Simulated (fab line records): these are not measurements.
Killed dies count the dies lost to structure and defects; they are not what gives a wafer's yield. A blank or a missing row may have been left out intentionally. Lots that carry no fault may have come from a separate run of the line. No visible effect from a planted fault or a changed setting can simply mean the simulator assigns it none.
The tool behind it: which one? | flow nand-harc | 12 lots with 34 wafers sampled at 5 steps, on a route of 1159 steps

WHAT THE GAUGES READ, wafer by wafer
NHARC_END_SORT_01. Usual: killed-at-array 27, standard deviation 9.9; killed-at-other 0.5, standard deviation 0.76; killed-at-periphery 3.4, standard deviation 2.2; killed-dies 31, standard deviation 10; killed-open 3.3, standard deviation 2; killed-short 2.0, standard deviation 1.5.
lot  | measured     | on        | killed-at-array | killed-at-other | killed-at-periphery | killed-dies | killed-open | killed-short | flag
L646 | day 19 22:40 | prober-02 | 28 39 35        | 0 0 0           | 1 4 0               | 29 43 35    | 1 4 2       | 1 4 0        |
L655 | day 21 12:50 | prober-01 | 10 9 13         | 3 1 0           | 6 5 5               | 19 15 18    | 4 1 3       | 0 1 1        |
L654 | day 21 19:35 | prober-02 | 25 28           | 0 1             | 1 1                 | 26 30       | 1 4         | 4 1          |
L656 | day 22 05:38 | prober-02 | 32 29           | 2 0             | 7 3                 | 41 32       | 2 2         | 3 2          |
L657 | day 22 13:31 | prober-01 | 24 12 13        | 0 0 0           | 3 3 2               | 27 15 15    | 8 3 3       | 7 0 3        |
L660 | day 23 04:05 | prober-02 | 43 40 44        | 3 1 1           | 3 3 2               | 49 44 47    | 4 5 9       | 3 6 3        |
L664 | day 23 23:02 | prober-02 | 41 32 37        | 0 0 0           | 1 1 0               | 42 33 37    | 1 1 3       | 3 1 0        |

TOOL THAT RAN EACH LOT (tool first, then ch and the chambers of the sampled wafers, then the start)
lot  | NHARC_A_CHANNEL_HOLE_D1_ETCH_44    | NHARC_A_CHANNEL_HOLE_D1_STRIP_27              | NHARC_A_CHANNEL_FILL_D1_ALD_02   | NHARC_A_CHANNEL_FILL_D1_STRIP_28
L645 | rie-diel-09 ch 0,3, day 8 11:57    | rie-diel-09 ch 0,3, day 8 15:27 or earlier    | ald-hk-03 ch 0,3, day 8 15:27    | rie-diel-06 ch 0,3, day 9 18:09
L646 | rie-diel-09 ch 1,2,3, day 8 19:51  | rie-diel-09 ch 0,1,2, day 8 21:06 or earlier  | ald-hk-04 ch 0,1,3, day 8 21:06  | rie-diel-06 ch 0,2,3, day 10 00:35
L647 | rie-diel-09 ch 0,1,2, day 8 23:33  | rie-diel-09 ch 1,2, day 9 04:25 or earlier    | ald-hk-03 ch 0,3, day 9 04:25    | rie-diel-08 ch 1,3, day 10 04:24
L655 | rie-diel-09 ch 1,2,3, day 10 19:09 | rie-diel-09 ch 0,1,3, day 10 20:20 or earlier | ald-hk-04 ch 0,1,2, day 10 20:20 | rie-diel-02 ch 0,2,3, day 11 20:28
L654 | rie-diel-10 ch 0,3, day 10 19:22   | rie-diel-10 ch 1,3, day 10 20:46 or earlier   | ald-hk-04 ch 0,1, day 10 20:46   | rie-diel-06 ch 0,3, day 11 20:28
L656 | rie-diel-10 ch 1,3, day 11 14:38   | rie-diel-10 ch 0,1, day 11 16:08 or earlier   | ald-hk-04 ch 0,1, day 11 16:08   | rie-diel-02 ch 0,1, day 12 17:31
L657 | rie-diel-10 ch 0,1,2, day 11 18:29 | rie-diel-10 ch 0,3, day 11 20:18 or earlier   | ald-hk-01 ch 0,1,2, day 11 20:18 | rie-diel-02 ch 0,1,3, day 12 22:08
L660 | rie-diel-10 ch 2,3, day 12 10:10   | rie-diel-10 ch 1,2,3, day 12 11:57 or earlier | ald-hk-01 ch 0,1, day 12 11:57   | rie-diel-08 ch 1,2,3, day 13 12:20
L662 | rie-diel-10 ch 0,2, day 12 14:14   | rie-diel-10 ch 0,1,2, day 12 16:26 or earlier | ald-hk-03 ch 1,2,3, day 12 16:26 | rie-diel-06 ch 0,2,3, day 13 17:04
L664 | rie-diel-05 ch 1,2,3, day 13 08:19 | rie-diel-05 ch 0,2,3, day 13 09:30 or earlier | ald-hk-03 ch 0,1,2, day 13 09:30 | rie-diel-02 ch 0,2,3, day 14 10:11
L665 | rie-diel-05 ch 0,3, day 13 08:48   | rie-diel-05 ch 2,3, day 13 10:04 or earlier   | ald-hk-01 ch 0,2,3, day 13 10:04 | rie-diel-06 ch 1,2,3, day 14 10:11
L668 | rie-diel-09 ch 1,2,3, day 14 01:46 | rie-diel-09 ch 1,2, day 14 03:49 or earlier   | ald-hk-01 ch 0,1,2, day 14 03:49 | rie-diel-06 ch 0,2,3, day 15 05:32
- NHARC_A_CHANNEL_HOLE_D1_ETCH_44: etches the open film in CF4/O2, target depth 140 nm, overetch 14 nm, time 77 s.
- NHARC_A_CHANNEL_HOLE_D1_STRIP_27: strips in O2.
- NHARC_A_CHANNEL_FILL_D1_ALD_02: deposits SiO2, target thk 6 nm, pulse time 10 s, ald cycles 60.
- NHARC_A_CHANNEL_FILL_D1_STRIP_28: strips in O2, time 20 s.

WHAT THE TOOLS THEMSELVES READ (means of the sampled wafers that have a number; where no wafer has one, the mark that the record gives instead)
NHARC_A_CHANNEL_HOLE_D1_ETCH_44. Usual: cf4-flow-sccm 80.00 sccm (standard deviation 0.25); drypump-motor-current-A 5.54 A (standard deviation 0.29); oes_f_703_au 0.999 a.u. (standard deviation 0.0043); oes-product-au 0.998 a.u. (standard deviation 0.01); rf-vpp-V 198.6 V (standard deviation 1.2); showerhead-plenum-p-Torr 1.37 Torr (standard deviation 0.045); throttle-valve-pct 13.397 % (standard deviation 0.01).
lot  | tool        | cf4-flow-sccm (sccm) | drypump-motor-current-A (A) | oes_f_703_au (a.u.) | oes-product-au (a.u.) | rf-vpp-V (V) | showerhead-plenum-p-Torr (Torr) | throttle-valve-pct (%) | flag
L645 | rie-diel-09 | 79.79                | 5.49                        | 1.001               | 0.992                 | 199.0        | 1.40                            | 13.395                 |
L646 | rie-diel-09 | 80.09                | 5.70                        | 0.998               | 0.986                 | 199.0        | 1.36                            | 13.406                 |
L647 | rie-diel-09 | 80.01                | 5.70                        | 0.998               | 1.006                 | 198.4        | 1.36                            | 13.396                 |
L655 | rie-diel-09 | 79.97                | 5.70                        | 0.999               | 0.991                 | 198.8        | 1.36                            | 13.403                 |
L654 | rie-diel-10 | 79.92                | 5.45                        | 0.996               | 1.003                 | 197.4        | 1.31                            | 13.405                 |
L656 | rie-diel-10 | 80.11                | 5.36                        | 0.998               | 1.007                 | 197.2        | 1.31                            | 13.389                 |
L657 | rie-diel-10 | 80.00                | 5.32                        | 0.998               | 0.993                 | 197.7        | 1.36                            | 13.397                 |
L660 | rie-diel-10 | 80.11                | 5.19                        | 1.002               | 1.002                 | 198.1        | 1.35                            | 13.391                 |
L662 | rie-diel-10 | 80.01                | 5.35                        | 0.994               | 0.989                 | 198.4        | 1.37                            | 13.400                 |
L664 | rie-diel-05 | 79.89                | 5.66                        | 1.001               | 1.011                 | 199.5        | 1.38                            | 13.391                 |
L665 | rie-diel-05 | 80.17                | 5.98                        | 0.997               | 1.008                 | 199.3        | 1.42                            | 13.400                 |
L668 | rie-diel-09 | 80.24                | 5.69                        | 1.004               | 0.989                 | 198.6        | 1.36                            | 13.395                 |

NHARC_A_CHANNEL_HOLE_D1_STRIP_27. Usual: drypump-motor-current-A 5.54 A, standard deviation 0.3; oes-product-au 0.998 a.u., standard deviation 0.011; rf-vpp-V 58.0 V, standard deviation 0.85; showerhead-plenum-p-Torr 3.61 Torr, standard deviation 0.11; throttle-valve-pct 17.036 %, standard deviation 0.0094.
lot  | tool        | drypump-motor-current-A (A) | oes-product-au (a.u.) | rf-vpp-V (V) | showerhead-plenum-p-Torr (Torr) | throttle-valve-pct (%) | flag
L645 | rie-diel-09 | 5.54                        | 1.001                 | 58.7         | 3.69                            | 17.041                 |
L646 | rie-diel-09 | 5.75                        | 0.998                 | 57.1         | 3.59                            | 17.034                 |
L647 | rie-diel-09 | 5.89                        | 1.004                 | 57.8         | 3.56                            | 17.038                 |
L655 | rie-diel-09 | 5.55                        | 0.993                 | 58.8         | 3.64                            | 17.037                 |
L654 | rie-diel-10 | 5.39                        | 1.001                 | 57.6         | 3.46                            | 17.016                 |
L656 | rie-diel-10 | 5.52                        | 0.994                 | 58.3         | 3.50                            | 17.034                 |
L657 | rie-diel-10 | 5.38                        | 1.010                 | 57.9         | 3.46                            | 17.030                 |
L660 | rie-diel-10 | 5.24                        | 0.997                 | 59.1         | 3.56                            | 17.041                 |
L662 | rie-diel-10 | 5.30                        | 0.994                 | 57.9         | 3.59                            | 17.038                 |
L664 | rie-diel-05 | 5.77                        | 1.001                 | 58.5         | 3.72                            | 17.034                 |
L665 | rie-diel-05 | 5.97                        | 1.005                 | 57.4         | 3.70                            | 17.038                 |
L668 | rie-diel-09 | 5.89                        | 0.989                 | 58.6         | 3.55                            | 17.035                 |

NHARC_A_CHANNEL_FILL_D1_ALD_02. Usual: heater-power-w 476 W, standard deviation 35; precursor-pulse-height-rel 1.001, standard deviation 0.019.
lot  | tool      | heater-power-w (W) | precursor-pulse-height-rel | flag
L645 | ald-hk-03 | 527                | 0.989                      |
L646 | ald-hk-04 | 454                | 0.991                      |
L647 | ald-hk-03 | 526                | 1.003                      |
L655 | ald-hk-04 | 449                | 1.008                      |
L654 | ald-hk-04 | 450                | 0.984                      |
L656 | ald-hk-04 | 451                | 1.000                      |
L657 | ald-hk-01 | 493                | 1.001                      |
L660 | ald-hk-01 | 513                | 1.018                      |
L662 | ald-hk-03 | 528                | 1.001                      |
L664 | ald-hk-03 | 500                | 1.013                      |
L665 | ald-hk-01 | 493                | 1.006                      |
L668 | ald-hk-01 | 500                | 1.003                      |

NHARC_A_CHANNEL_FILL_D1_STRIP_28. Usual: drypump-motor-current-A 5.7 A, standard deviation 0.61; oes-product-au 1.004 a.u., standard deviation 0.012; rf-vpp-V 57.7 V, standard deviation 0.77; showerhead-plenum-p-Torr 3.53 Torr, standard deviation 0.14; throttle-valve-pct 17.036 %, standard deviation 0.0084.
lot  | tool        | drypump-motor-current-A (A) | oes-product-au (a.u.) | rf-vpp-V (V) | showerhead-plenum-p-Torr (Torr) | throttle-valve-pct (%) | flag
L645 | rie-diel-06 | 5.4                         | 1.008                 | 58.5         | 3.65                            | 17.042                 |
L646 | rie-diel-06 | 5.4                         | 0.997                 | 58.4         | 3.60                            | 17.034                 |
L647 | rie-diel-08 | 6.0                         | 1.007                 | 57.5         | 3.60                            | 17.038                 |
L655 | rie-diel-02 | 5.9                         | 1.013                 | 57.7         | 3.54                            | 17.025                 |
L654 | rie-diel-06 | 5.7                         | 1.008                 | 58.4         | 3.62                            | 17.033                 |
L656 | rie-diel-02 | 5.2                         | 1.008                 | 57.8         | 3.46                            | 17.044                 |
L657 | rie-diel-02 | 5.6                         | 1.008                 | 58.0         | 3.54                            | 17.032                 |
L660 | rie-diel-08 | 5.8                         | 1.007                 | 57.7         | 3.48                            | 17.031                 |
L662 | rie-diel-06 | 5.4                         | 0.994                 | 57.6         | 3.60                            | 17.032                 |
L664 | rie-diel-02 | 5.9                         | 1.015                 | 57.5         | 3.54                            | 17.033                 |
L665 | rie-diel-06 | 5.8                         | 0.999                 | 57.0         | 3.47                            | 17.029                 |
L668 | rie-diel-06 | 5.4                         | 0.997                 | 57.4         | 3.60                            | 17.035                 |

THE ANSWER, worked out from the rows above alone
Rule: a lot is off if the mean of its wafers that have a number lies more than 3 standard deviations from the usual mean. Also off: a lot with no number at a reading for which 4 or more lots have one. All remaining lots with rows at the step are treated as sound. First the gauges in route order, then the tools' own readings, where a lot's mean is used as printed above. The first step at which some lot is off is used, and at that step the reading that is off furthest; a lot without a number counts as furthest.
No lot is off on any of the readings shown, so nothing can be concluded from this.

WHAT THE SIMULATOR HAD PUT IN
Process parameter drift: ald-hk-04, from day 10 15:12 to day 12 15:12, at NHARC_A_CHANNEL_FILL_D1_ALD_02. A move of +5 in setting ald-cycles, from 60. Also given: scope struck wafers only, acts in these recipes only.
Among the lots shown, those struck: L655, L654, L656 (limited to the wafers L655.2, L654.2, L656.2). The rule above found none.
